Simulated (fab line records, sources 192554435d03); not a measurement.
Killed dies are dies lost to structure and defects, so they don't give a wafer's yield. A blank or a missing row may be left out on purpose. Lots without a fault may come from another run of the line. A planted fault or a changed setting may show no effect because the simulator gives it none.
Chamber matching | flow n5_finfet | N5_FIN_SAQP_ETCH_67 on rie_diel-04: 4 sister chambers
The step etches SiNx in CH3F/O2, target depth 30 nm. 18 wafers are shown with their chamber, then 9 later ones without.

WAFERS WITH THEIR CHAMBER
wafer  | chamber | drypump_motor_current_A (A) | showerhead_plenum_p_Torr (Torr) | rf_vpp_V (V)
L075.3 | 1       | 4.9                         | 1.92                            | 310
L075.5 | 1       | 4.9                         | 1.92                            | 310
L075.6 | 0       | 5.5                         | 2.05                            | 293
L077.3 | 1       | 4.9                         | 1.92                            | 310
L077.4 | 2       | 6.1                         | 1.91                            | 284
L077.6 | 3       | 5.3                         | 1.91                            | 298
L079.4 | 2       | 6.2                         | 1.91                            | 287
L079.5 | 1       | 4.9                         | 1.92                            | 307
L079.6 | 0       | 5.5                         | 2.05                            | 295
L087.2 | 1       | 4.9                         | 1.92                            | 308
L087.4 | 0       | 5.5                         | 2.04                            | 294
L087.5 | 0       | 5.5                         | 2.04                            | 296
L088.1 | 2       | 6.2                         | 1.91                            | 284
L088.2 | 0       | 5.5                         | 2.04                            | 295
L088.4 | 1       | 4.9                         | 1.92                            | 309
L089.2 | 1       | 4.9                         | 1.92                            | 309
L089.4 | 0       | 5.5                         | 2.04                            | 294
L089.5 | 2       | 6.1                         | 1.90                            | 284

SIGNATURES (means of the wafers above)
reading                  | chamber 0 | chamber 1 | chamber 2 | chamber 3 | scatter within a chamber
drypump_motor_current_A  | 5.500     | 4.900     | 6.150     | 5.300     | 0.0267
showerhead_plenum_p_Torr | 2.0433    | 1.9200    | 1.9075    | 1.9100    | 0.00386
rf_vpp_V                 | 294.50    | 309.00    | 284.75    | 298.00    | 1.2
Rule: a wafer's distance from a chamber is the root of the sum, over the readings, of the square of ((its reading less the chamber's mean) divided by the reading's scatter). The wafer belongs to the nearest chamber; if the next one is less than 2 further off, it can't be placed. The scatter: the root of (the sum of the squares of (reading less its chamber's mean) over the shown wafers, divided by (wafers less chambers)).

WAFERS WITHOUT THEIR CHAMBER
wafer  | drypump_motor_current_A (A) | showerhead_plenum_p_Torr (Torr) | rf_vpp_V (V)
L092.2 | 5.3                         | 1.90                            | 299
L092.4 | 6.2                         | 1.90                            | 285
L092.6 | 4.9                         | 1.92                            | 309
L093.1 | 5.3                         | 1.90                            | 299
L093.2 | 4.9                         | 1.91                            | 309
L093.3 | 6.2                         | 1.90                            | 284
L097.2 | 5.3                         | 1.89                            | 297
L097.4 | 4.9                         | 1.91                            | 309
L097.6 | 4.9                         | 1.91                            | 308

WHICH CHAMBER EACH WENT THROUGH
wafer  | from the rows above | in truth
L092.2 | 3                   | 3
L092.4 | 2                   | 2
L092.6 | 1                   | 1
L093.1 | 3                   | 3
L093.2 | 1                   | 1
L093.3 | 2                   | 2
L097.2 | 3                   | 3
L097.4 | 1                   | 1
L097.6 | 1                   | 1
Placed correctly: 9 of 9. Can't be placed from these rows: 0. Placed wrongly: 0.
